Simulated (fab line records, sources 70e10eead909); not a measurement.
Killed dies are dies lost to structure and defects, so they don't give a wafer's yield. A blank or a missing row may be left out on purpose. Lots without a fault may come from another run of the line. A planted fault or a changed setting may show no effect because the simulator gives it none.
One fault seen from 3 desks | flow nand_harc | each desk has only its own numbers; what lay behind them comes last

THE METROLOGY DESK
What the gauges read, lot by lot, whatever tool the lot ran on: means of the sampled wafers that have a number. A lot is out of limits, marked OUT, if its mean lies more than 4 standard deviations from the usual mean; the brackets give that distance.
Columns: A = thk_nm at NHARC_A_ONON_D1_THK_MEAS_30, usual 1000 nm; B = cd_nm at NHARC_A_CHANNEL_HOLE_D1_CD_MEAS_10, usual 99.9 nm
lot  | first seen here | A              | B
L664 | day 8 20:58     | 986            | 100.0
L665 | day 8 20:58     | 997            | 99.9
L667 | day 9 13:32     | 980            | 99.7
L669 | day 10 18:28    | 998            | 99.9
L670 | day 10 18:28    | 1001           | 99.9
L671 | day 11 04:16    | 994            | 99.3
L672 | day 11 15:12    | 995            | 100.0
L675 | day 12 21:03    | 924 (-6.9) OUT | 99.8
L677 | day 13 13:01    | 958            | 99.9
L682 | day 15 19:01    | 1010           | 100.1
L685 | day 17 03:54    | 996            | 99.7
L686 | day 17 17:33    | 1017           | 100.2
L687 | day 18 05:10    | 1013           | 99.6
This desk's finding: out of limits on L675; first on L675, day 12 21:03 (thk_nm at NHARC_A_ONON_D1_THK_MEAS_30). In limits: L664, L665, L667, L669, L670, L671, L672, L677, L682, L685, L686, L687.

THE TOOL OWNER'S DESK: pecvd_onon-03
The tool's own readings at NHARC_A_ONON_D1_DEP_28 (target thk 1000 nm): means of the sampled wafers that have a number, for each lot that ran on this tool. A lot is out of limits, marked OUT, if its mean lies more than 4 standard deviations from the usual mean; the brackets give that distance.
Columns: A = sih4_flow_sccm at NHARC_A_ONON_D1_DEP_28, usual 210.0 sccm
lot  | first seen here | A
L665 | day 8 20:27     | 210.1
L667 | day 9 13:01     | 210.0
L671 | day 11 03:45    | 210.1
L675 | day 12 20:37    | 210.4
L677 | day 13 12:29    | 210.3
L685 | day 17 03:23    | 210.3
This desk's finding: nothing out of limits on any of the 6 lots.

THE DEFECT DESK
What the inspections along the route counted, lot by lot: means of the sampled wafers that have a number. A lot is out of limits, marked OUT, if its mean lies more than 4 standard deviations from the usual mean; the brackets give that distance.
Columns: A = raw_defect_count at NHARC_A_START_INSPECT_01, usual 3.3
lot  | first seen here | A
L665 | day 7 09:01     | 3.7
L664 | day 7 10:34     | 5.3
L667 | day 8 02:49     | 1.7
L669 | day 9 05:43     | 2.0
L670 | day 9 07:52     | 3.3
L671 | day 9 13:31     | 3.0
L672 | day 10 03:20    | 4.3
L675 | day 11 08:14    | 4.0
L677 | day 12 02:23    | 3.7
L682 | day 14 07:12    | 2.7
L685 | day 15 09:22    | 4.0
L686 | day 15 23:14    | 3.0
L687 | day 16 14:03    | 4.0
This desk's finding: nothing out of limits on any of the 13 lots.

PUT TOGETHER
The metrology desk could have raised an alarm at day 12 21:03, on L675.
The tool owner's desk saw nothing out of limits.
The defect desk saw nothing out of limits.
The tool owner's desk has L675 on record, within its limits.
The defect desk has L675 on record, within its limits.
Of the lots named, all ran NHARC_A_ONON_D1_DEP_28 on pecvd_onon-03.

WHAT THE SIMULATOR HAD PUT IN
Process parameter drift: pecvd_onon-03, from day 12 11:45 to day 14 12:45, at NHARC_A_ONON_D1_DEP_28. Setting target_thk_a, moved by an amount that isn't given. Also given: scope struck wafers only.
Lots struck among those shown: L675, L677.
Hours from the fault's start to each desk's first reading out of limits: the metrology desk, 9.
